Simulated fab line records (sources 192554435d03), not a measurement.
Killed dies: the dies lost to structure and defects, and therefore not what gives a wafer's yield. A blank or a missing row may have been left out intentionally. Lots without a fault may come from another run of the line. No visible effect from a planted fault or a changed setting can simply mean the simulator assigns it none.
Split-lot study + flow n5 finfet + on a route of 1938 steps: 7 lots, 21 wafers read

THE SPLIT ITSELF
At N5_BEOL_M6_PECVD_70 (deposits SiO2 from TEOS/O2, target thk 20 nm, time 22.7 s), the setting time s was moved away from the recipe's 22.7 s on 8 of the 21 wafers read, by -5.8% to +13.6%. For the rest of the wafers, this setting stayed at what the recipe calls for.

The reading comes from the split's own step.

THE READING
SiO2_of_BEOL_M6_PECVD_70.thk nm (the simulator's own value, which no gauge read), in nm, at N5_BEOL_M6_PECVD_70 (deposits SiO2 from TEOS/O2, target thk 20 nm, time 22.7 s). There is no usual value for it anywhere in the file. Here, 13 wafers ran the recipe; their average is 20.0 nm with a standard deviation of 0.31 nm.

| wafer  | tool, chamber at the split | time s as run, s | against the recipe | SiO2_of_BEOL_M6_PECVD_70.thk nm, nm | against lot-mates on the recipe |
|--------|----------------------------|------------------|--------------------|-------------------------------------|---------------------------------|
| L076.1 | pecvd-02, 2                | 22.7             | recipe             | 20.2                                | -                               |
| L076.2 | pecvd-02, 1                | 22.7             | recipe             | 20                                  | -                               |
| L076.6 | pecvd-02, 1                | 22.7             | recipe             | 20                                  | -                               |
| L080.1 | pecvd-03, 1,2              | 22.7             | recipe             | 19.8                                | -                               |
| L080.2 | pecvd-03, 1,2              | 22.7             | recipe             | 19.8                                | -                               |
| L080.4 | pecvd-03, 1                | 21.39            | -5.8%              | 19.2                                | -0.6                            |
| L082.1 | pecvd-03, 2                | 25.05            | +10.4%             | 21.8                                | +1.8                            |
| L082.2 | pecvd-03, 0                | 22.7             | recipe             | 20                                  | -                               |
| L082.6 | pecvd-03, 2                | 25.05            | +10.4%             | 22                                  | +2.0                            |
| L084.2 | pecvd-02, 1                | 25.78            | +13.6%             | 22.2                                | +2.5                            |
| L084.3 | pecvd-02, 0                | 22.7             | recipe             | 19.4                                | -                               |
| L084.5 | pecvd-02, 2                | 22.7             | recipe             | 20                                  | -                               |
| L089.2 | pecvd-04, 2                | 24.4             | +7.5%              | 21.4                                | no lot-mate on the recipe       |
| L089.5 | pecvd-04, 0                | 24.4             | +7.5%              | 21.8                                | no lot-mate on the recipe       |
| L089.6 | pecvd-04, 2                | 24.4             | +7.5%              | 21.6                                | no lot-mate on the recipe       |
| L093.2 | pecvd-02, 1,2              | 22.7             | recipe             | 19.8                                | -                               |
| L093.3 | pecvd-02, 1,2              | 22.7             | recipe             | 19.8                                | -                               |
| L093.4 | pecvd-02, 1                | 22.7             | recipe             | 20                                  | -                               |
| L095.4 | pecvd-02, 0                | 22.7             | recipe             | 20.8                                | -                               |
| L095.5 | pecvd-02, 1                | 23.91            | +5.3%              | 21.2                                | +0.7                            |
| L095.6 | pecvd-02, 2                | 22.7             | recipe             | 20.2                                | -                               |
If several chambers appear in one row, that row covers several wafers at once and the file leaves open which wafer was in which chamber.

THE FIT
A straight line over all 21 wafers: SiO2_of_BEOL_M6_PECVD_70.thk nm changes by +0.181 nm for each +1% of time s; r = +0.95; the points scatter about the line by 0.3 nm.
The same after taking each lot's own level away (the mean of its wafers on the recipe; 18 wafers): +0.173 nm for each +1%; r = +0.97; scatter 0.2 nm.
The reading moves by 2.3 nm for the largest change in time s, on that fit.
Across the lots, their own levels run from 19.70 to 20.50 nm, a range of 2.6 times the standard deviation given above.
Hence the lot-to-lot level has little effect on the slope; both slopes agree.
Check: with one of the wafers moved furthest among these (+13.6%) left out of the fit, the line predicts +2.29 nm for it against its lot-mates. It came out at +2.5 nm against them.

ADDITIONAL SPLITS CARRIED BY THESE WAFERS
Note: prior to the reading, these wafers also went through further splits. Each is held against what the fit with the lots' levels taken away leaves over:
| other split on the same wafers     | wafers away from the commonest value | r with SiO2_of_BEOL_M6_PECVD_70.thk nm (lot level and that fit taken away) |
|------------------------------------|--------------------------------------|----------------------------------------------------------------------------|
| N5_BEOL_M0_SAQP_DESCUM_19 time s   | 8                                    | +0.37                                                                      |
| N5_BEOL_M1_PECVD_72 time s         | 6                                    | -0.12                                                                      |
| N5_BEOL_M2_TRENCH_ETCH_37 source w | 10                                   | -0.08                                                                      |
| N5_BEOL_M5_ETCH_62 source w        | 6                                    | -0.30                                                                      |
| N5_BEOL_M5_COAT_66 spin rpm        | 10                                   | -0.14                                                                      |

FILE'S OWN FIT
SiO2_of_BEOL_M6_PECVD_70.thk nm changes by +0.172 nm for each +1% of time s, r = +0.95.
